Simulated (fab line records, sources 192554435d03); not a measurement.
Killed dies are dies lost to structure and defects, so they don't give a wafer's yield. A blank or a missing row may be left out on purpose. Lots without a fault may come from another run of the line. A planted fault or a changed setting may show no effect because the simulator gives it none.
A struck lot beside a sound one | flow n5_finfet | 38 steps out of a route of 1938
Sound: wafers L621.1, L621.5, L621.6. Struck: wafers L631.1, L631.2, L631.3. The cause comes at the end.
At each step with rows: each side's tool, then ch and its chambers, then its first start. Under that, the readings that differ: sound wafers | struck wafers | difference of the means | sigmas: that difference in standard deviations of wafers without a fault.
alike: readings whose means differ by less than 2 such deviations, and words and numbers that are the same on both sides. not compared: withheld readings, readings that some wafer has no value for, bounds like >300 that may hide the same value, and numbers for which the record gives no deviation and whose values overlap.
The two part at a step that has a row with sigmas, a row that says differs or no value, or rows on one side only. Numbers that don't overlap but have no deviation are shown without sigmas and don't part them. A reading that every wafer of one side lacks parts them only if that side has two wafers or more.

first, 9 steps without rows for these wafers: N5_HKMG_FIN_DEVELOP_11 (develop time 30 s); N5_HKMG_FIN_DESCUM_17 (chemistry O2, time 7.9 s); N5_HKMG_FIN_ETCH_31 (etches SiARC in CF4, target depth 45.5 nm, time 75.8 s); N5_HKMG_FIN_ETCH_32 (etches SOC in N2/H2, target depth 240 nm, time 300 s); N5_HKMG_FIN_STRIP_33 (strips in N2/H2); N5_HKMG_FIN_STRIP_34 (strips in CF4); N5_HKMG_FIN_ETCH_35 (etches SOC in N2/H2, target depth 215.8 nm, time 243.4 s); N5_HKMG_FIN_STRIP_92 (strips SOC in N2/H2, time 20 s); N5_HKMG_FIN_WET_ETCH_18 (etches TiN in SC1, time 55 s, target depth 5.2 nm, rinse time 30 s).
N5_HKMG_FIN_STRIP_19: strips in N2/H2, time 360 s.
  sound on plasma_asher-01 ch 0,1, day 4 15:20; struck on plasma_asher-02 ch 0,1, day 7 10:08
  alike: drypump_motor_current_A, heater_power_w
  not compared: rf_hours_counter_h
then, 27 steps without rows for these wafers: N5_HKMG_FIN_ALD_91 (deposits TiN, target thk 1 nm, pulse time 1 s, purge time 3 s); N5_HKMG_FIN_COAT_85 (time 60 s, resist thk 300 nm); N5_HKMG_FIN_ETCH_86 (etches SOC in N2/H2, stops on TiN, target depth 393.2 nm); N5_HKMG_FIN_STRIP_89 (strips SOC in N2/H2, time 20 s); N5_HKMG_FIN_WET_ETCH_87 (etches TiN in SC1, time 154.2 s, target depth 4.7 nm, rinse time 30 s); N5_HKMG_FIN_STRIP_88 (strips in N2/H2, time 360 s); N5_HKMG_FIN_NWFM_ALD_20 (deposits TiAlC, target thk 2 nm, pulse time 3 s, purge time 2 s); N5_HKMG_FIN_ALD_71 (deposits TiN, target thk 1 nm, pulse time 1 s, purge time 3 s); N5_HKMG_FIN_COAT_66 (time 60 s, resist thk 300 nm); N5_HKMG_FIN_ETCH_67 (etches SOC in N2/H2, stops on TiN, target depth 388.9 nm); N5_HKMG_FIN_STRIP_90 (strips SOC in N2/H2, time 20 s); N5_HKMG_FIN_WET_ETCH_73 (etches the open film in SC1, time 42.3 s, target depth 1.3 nm, rinse time 30 s); N5_HKMG_FIN_ETCHBACK_68 (etches the open film in Cl2/Ar, stops on HfO2, target depth 0.5 nm); N5_HKMG_FIN_STRIP_69 (strips in N2/H2, time 360 s); N5_HKMG_FIN_ALD_21 (deposits TiN, target thk 1.5 nm, pulse time 1 s, purge time 3 s); N5_HKMG_FIN_ALD_72 (deposits W, target thk 2 nm, pulse time 1 s, purge time 2 s); N5_HKMG_FIN_W_FILL_22 (material W, target thk 60 nm, time 18.2 s); N5_HKMG_FIN_PRECLEAN_83 (cleans in DIW, time 57.5 s); N5_HKMG_FIN_SRD_84 (dry time 32 s); N5_HKMG_FIN_CMP_23 (polishes, stops on SiNx, t overpolish 10 s, target thk 46.326 nm); N5_HKMG_FIN_CMP_94 (polishes, stops on SiNx, t overpolish 4.7 s, target thk 43.299 nm); N5_GATE_CUT_ETCHBACK_00 (etches W in SF6/Cl2); N5_GATE_CUT_ETCH_56 (etches TiN in Cl2/Ar, target depth 21.6 nm); N5_GATE_CUT_ETCHBACK_30 (etches TiN in Cl2/Ar, target depth 3 nm); N5_GATE_CUT_VAPOR_ETCH_60 (etches HfO2 in BCl3/Cl2); N5_GATE_CUT_ETCH_58 (etches SiNx in CH3F/O2, target depth 17 nm, time 128.6 s); N5_GATE_CUT_STRIP_59 (strips in N2/H2, time 20 s).
-- the record jumps here: 8 days lie between the struck wafers' starts before and after (it left off in module GATE_CUT and takes up again in module PASSIVATION, whose first step shown is number 1936 of the route) --
N5_PASSIVATION_PROBE_49:
  the record has rows for the struck wafers here (prober-01, day 15 19:10) and none for the sound ones

WHERE THEY PART
Only at N5_PASSIVATION_PROBE_49, within this record.

WHY: what the simulator had put in
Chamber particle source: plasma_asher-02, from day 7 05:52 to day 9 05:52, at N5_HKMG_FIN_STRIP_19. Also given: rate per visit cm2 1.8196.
